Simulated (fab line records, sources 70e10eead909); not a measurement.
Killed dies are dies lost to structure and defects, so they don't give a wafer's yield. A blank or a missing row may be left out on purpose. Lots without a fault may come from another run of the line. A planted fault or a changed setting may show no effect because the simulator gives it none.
Which tool did it? | flow nand_harc | 15 lots, 45 wafers sampled, at 2 steps of a route of 1159

WHAT THE GAUGES READ, wafer by wafer
NHARC_THIN_TSV_CD_MEAS_12: target cd 1000 nm. Usual: cd_nm 1000.1 nm, standard deviation 1.6.
lot  | measured     | on        | cd_nm (nm)           | flag
L122 | day 19 01:01 | cd_sem-01 | 997.8 1001.9 1000.9  |
L124 | day 19 09:25 | cd_sem-03 | 1003.2 998.8 1000.8  |
L125 | day 19 11:57 | cd_sem-01 | 998.4 999.5 1000.3   |
L128 | day 20 09:26 | cd_sem-03 | 998.5 1001.1 998.8   |
L134 | day 21 06:38 | cd_sem-02 | 1001.9 1001.8 1000.0 |
L136 | day 21 07:41 | cd_sem-01 | 1000.4 1002.1 1001.3 |
L133 | day 21 11:03 | cd_sem-02 | 999.4 999.7 998.5    |
L135 | day 21 18:08 | cd_sem-01 | 1001.0 1003.3 1000.8 |
L137 | day 22 09:10 | cd_sem-03 | 997.6 1000.4 996.9   |
L138 | day 22 21:20 | cd_sem-01 | 999.7 999.8 999.0    |
L139 | day 22 22:34 | cd_sem-02 | 999.6 999.9 1000.2   |
L141 | day 22 23:53 | cd_sem-01 | 999.9 998.9 999.4    |
L142 | day 23 03:37 | cd_sem-03 | 998.0 999.4 1001.3   |
L144 | day 23 18:59 | cd_sem-03 | 1000.6 997.5 1001.2  |
L145 | day 25 02:01 | cd_sem-01 | 997.2 999.7 1001.4   |

WHICH TOOL RAN EACH LOT (tool, then ch and the chambers of the sampled wafers, then the start)
lot  | NHARC_A_BONDPAD_ETCH_34
L122 | rie_diel-02 ch 1,2,3, day 18 08:03
L124 | rie_diel-02 ch 1,3, day 18 18:28
L125 | rie_diel-11 ch 1,2,3, day 18 18:49
L128 | rie_diel-02 ch 2,3, day 19 16:01
L134 | rie_diel-02 ch 1,2,3, day 20 13:19
L136 | rie_diel-02 ch 0,2,3, day 20 13:41
L133 | rie_diel-02 ch 0,1,2, day 20 19:35
L135 | rie_diel-02 ch 0,1,2, day 21 01:20
L137 | rie_diel-08 ch 2,3, day 21 09:52
L138 | rie_diel-02 ch 0,1,2, day 21 23:44
L139 | rie_diel-08 ch 0,1,3, day 22 04:12
L141 | rie_diel-11 ch 0,2,3, day 22 06:22
L142 | rie_diel-08 ch 0,1,3, day 22 11:53
L144 | rie_diel-02 ch 0,1,2, day 23 03:19
L145 | rie_diel-08 ch 1,2,3, day 24 11:01
- NHARC_A_BONDPAD_ETCH_34: etches the open film in N2/H2, target depth 60 nm, overetch 18 nm, time 65.91 s.

WHAT THE TOOLS THEMSELVES READ (means of the sampled wafers that have a number; where no wafer has one, the mark that the record gives instead)
NHARC_A_BONDPAD_ETCH_34. Usual: drypump_motor_current_A 6.1 A, standard deviation 0.43; oes_product_au 1.002 a.u., standard deviation 0.011; rf_fwd_power_W 396.1 W, standard deviation 1.5; rf_vpp_V 429.9 V, standard deviation 2.6; showerhead_plenum_p_Torr 2.02 Torr, standard deviation 0.094; throttle_valve_pct 14.172 %, standard deviation 0.008.
lot  | tool        | drypump_motor_current_A (A) | oes_product_au (a.u.) | rf_fwd_power_W (W) | rf_vpp_V (V) | showerhead_plenum_p_Torr (Torr) | throttle_valve_pct (%) | flag
L122 | rie_diel-02 | 6.0                         | 1.010                 | 395.0              | 430.8        | 2.04                            | 14.173                 |
L124 | rie_diel-02 | 6.2                         | 1.016                 | 396.4              | 429.7        | 2.00                            | 14.174                 |
L125 | rie_diel-11 | 6.0                         | 1.010                 | 396.2              | 431.1        | 2.05                            | 14.173                 |
L128 | rie_diel-02 | 6.2                         | 1.018                 | 396.5              | 426.9        | 1.94                            | 14.170                 |
L134 | rie_diel-02 | 6.0                         | 1.000                 | 397.0              | 430.5        | 2.03                            | 14.168                 |
L136 | rie_diel-02 | 6.4                         | 0.996                 | 396.8              | 428.1        | 1.96                            | 14.177                 |
L133 | rie_diel-02 | 6.2                         | 0.994                 | 394.7              | 431.1        | 2.05                            | 14.176                 |
L135 | rie_diel-02 | 6.2                         | 0.993                 | 395.9              | 431.2        | 2.05                            | 14.171                 |
L137 | rie_diel-08 | 5.7                         | 1.000                 | 394.5              | 430.1        | 2.01                            | 14.174                 |
L138 | rie_diel-02 | 6.2                         | 1.002                 | 395.3              | 430.3        | 2.05                            | 14.174                 |
L139 | rie_diel-08 | 6.1                         | 0.997                 | 395.3              | 428.3        | 1.97                            | 14.173                 |
L141 | rie_diel-11 | 5.8                         | 0.998                 | 396.1              | 431.6        | 2.04                            | 14.174                 |
L142 | rie_diel-08 | 6.1                         | 1.002                 | 395.6              | 429.3        | 1.97                            | 14.175                 |
L144 | rie_diel-02 | 6.2                         | 1.003                 | 396.5              | 430.3        | 2.05                            | 14.169                 |
L145 | rie_diel-08 | 5.9                         | 1.002                 | 395.7              | 428.5        | 1.97                            | 14.172                 |

THE ANSWER, worked out from the rows above alone
Rule: a lot is off if the mean of its wafers that have a number lies more than 3 standard deviations from the usual mean. A lot without any number at a reading at which 4 lots or more have one is off too. The other lots that the step has rows for count as sound. The gauges are gone through in route order, then the tools' own readings, and for those a lot's mean is taken as printed above. The first step at which some lot is off is used, and at that step the reading that is off furthest; a lot without a number counts as furthest.
No lot is off at any reading shown: from this, nothing can be told.

WHAT THE SIMULATOR HAD PUT IN
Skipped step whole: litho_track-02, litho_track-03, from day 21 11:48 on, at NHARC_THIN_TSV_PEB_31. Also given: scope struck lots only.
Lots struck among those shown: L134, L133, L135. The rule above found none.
